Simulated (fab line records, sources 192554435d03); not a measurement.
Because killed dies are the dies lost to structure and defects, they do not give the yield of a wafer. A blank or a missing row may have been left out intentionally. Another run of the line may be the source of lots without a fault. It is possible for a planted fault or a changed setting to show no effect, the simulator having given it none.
Chamber matching :: flow n5-finfet :: 4 sister chambers for N5_HKMG_FIN_STRIP_93 on rie-diel-04
The step strips SOC in N2/H2, time 20 s. 4 wafers are shown with their chamber, then 8 later ones without.

== WAFERS, EACH WITH ITS CHAMBER ==
wafer: L092.2
chamber: 2
drypump-motor-current-A (A): 4.8

wafer: L092.5
chamber: 0
drypump-motor-current-A (A): 5.9

wafer: L092.6
chamber: 3
drypump-motor-current-A (A): 5.7

wafer: L094.4
chamber: 1
drypump-motor-current-A (A): 5.3

== WAFERS MISSING THEIR CHAMBER ==
wafer: L094.5
drypump-motor-current-A (A): 5.3

wafer: L094.6
drypump-motor-current-A (A): 4.8

wafer: L095.2
drypump-motor-current-A (A): 5.6

wafer: L095.4
drypump-motor-current-A (A): 4.8

wafer: L095.5
drypump-motor-current-A (A): 5.3

wafer: L097.4
drypump-motor-current-A (A): 5.9

wafer: L097.5
drypump-motor-current-A (A): 4.8

wafer: L097.6
drypump-motor-current-A (A): 5.3

== EACH ONE'S CHAMBER ==
wafer: L094.5
from the rows above: 1
in truth: 1

wafer: L094.6
from the rows above: 2
in truth: 2

wafer: L095.2
from the rows above: 3
in truth: 3

wafer: L095.4
from the rows above: 2
in truth: 2

wafer: L095.5
from the rows above: 1
in truth: 1

wafer: L097.4
from the rows above: 0
in truth: 0

wafer: L097.5
from the rows above: 2
in truth: 2

wafer: L097.6
from the rows above: 1
in truth: 1
8 of 8 placed correctly. From these rows, 0 cannot be placed. Wrongly placed: 0.
How it was worked out, from the rows above alone: a wafer's distance from a chamber is the root of the sum, over the readings, of the square of ((its reading less the chamber's mean) divided by the reading's scatter). The wafer belongs to the nearest chamber; if the next one is less than 2 further off, it can't be placed. For every chamber, the mean is computed from those of its wafers that are shown. The scatter: root of mean squared gap, hidden wafer to nearest shown wafer, with one shown wafer a chamber.
